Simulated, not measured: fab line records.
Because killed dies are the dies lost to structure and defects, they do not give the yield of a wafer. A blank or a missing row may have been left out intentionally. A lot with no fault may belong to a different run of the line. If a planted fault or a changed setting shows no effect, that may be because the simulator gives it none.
Chamber matching -- flow n5-finfet -- N5_BEOL_M4_PRE_CLEAN_60 on cvd-co-02 has 3 sister chambers
The step time 15 s. 36 wafers are shown with their chamber, then 12 later ones without.

## WAFERS, EACH WITH ITS CHAMBER
wafer,chamber,heater-power-w (W)
L074.3,1,135
L074.4,1,135
L074.6,2,113
L076.1,0,88
L076.4,0,91
L076.6,1,137
L077.3,1,135
L077.5,2,117
L077.6,1,133
L080.2,0,88
L080.3,1,135
L080.5,0,86
L081.1,2,115
L081.2,0,88
L081.5,1,138
L083.2,1,133
L083.3,2,114
L083.4,1,134
L085.1,0,88
L085.2,2,114
L085.3,1,137
L086.3,1,134
L086.4,0,86
L086.5,1,134
L084.2,0,90
L084.4,2,117
L084.5,1,130
L088.3,1,131
L088.5,0,89
L088.6,1,132
L087.2,2,115
L087.3,1,131
L087.5,1,134
L091.1,2,115
L091.2,0,87
L091.4,0,89

SIGNATURES (averages over the wafers above)
reading,chamber 0,chamber 1,chamber 2,scatter within a chamber
heater-power-w,88.18,134.00,115.00,1.87
Rule: a wafer lies at a distance from a chamber equal to the root of the sum of squares, over the readings, of (its reading less the chamber's mean, divided by the reading's scatter). The wafer belongs to the nearest chamber; if the next one is less than 2 further off, it can't be placed. The scatter: take each reading less its chamber's mean, square it, sum over the shown wafers, divide by the number of wafers less the number of chambers, and take the root.

## WAFERS WHOSE CHAMBER IS MISSING
wafer,heater-power-w (W)
L090.2,88
L090.4,113
L090.5,113
L092.1,89
L092.4,116
L092.6,114
L097.1,89
L097.2,127
L097.4,88
L095.2,89
L095.3,128
L095.5,91

## WHICH CHAMBER EACH ONE RAN IN
wafer,from the rows above,in truth
L090.2,0,0
L090.4,2,2
L090.5,2,2
L092.1,0,0
L092.4,2,2
L092.6,2,2
L097.1,0,0
L097.2,1,1
L097.4,0,0
L095.2,0,0
L095.3,1,1
L095.5,0,0
Correct placement for 12 of the 12. Number that these rows cannot place: 0. Placed wrongly: 0.
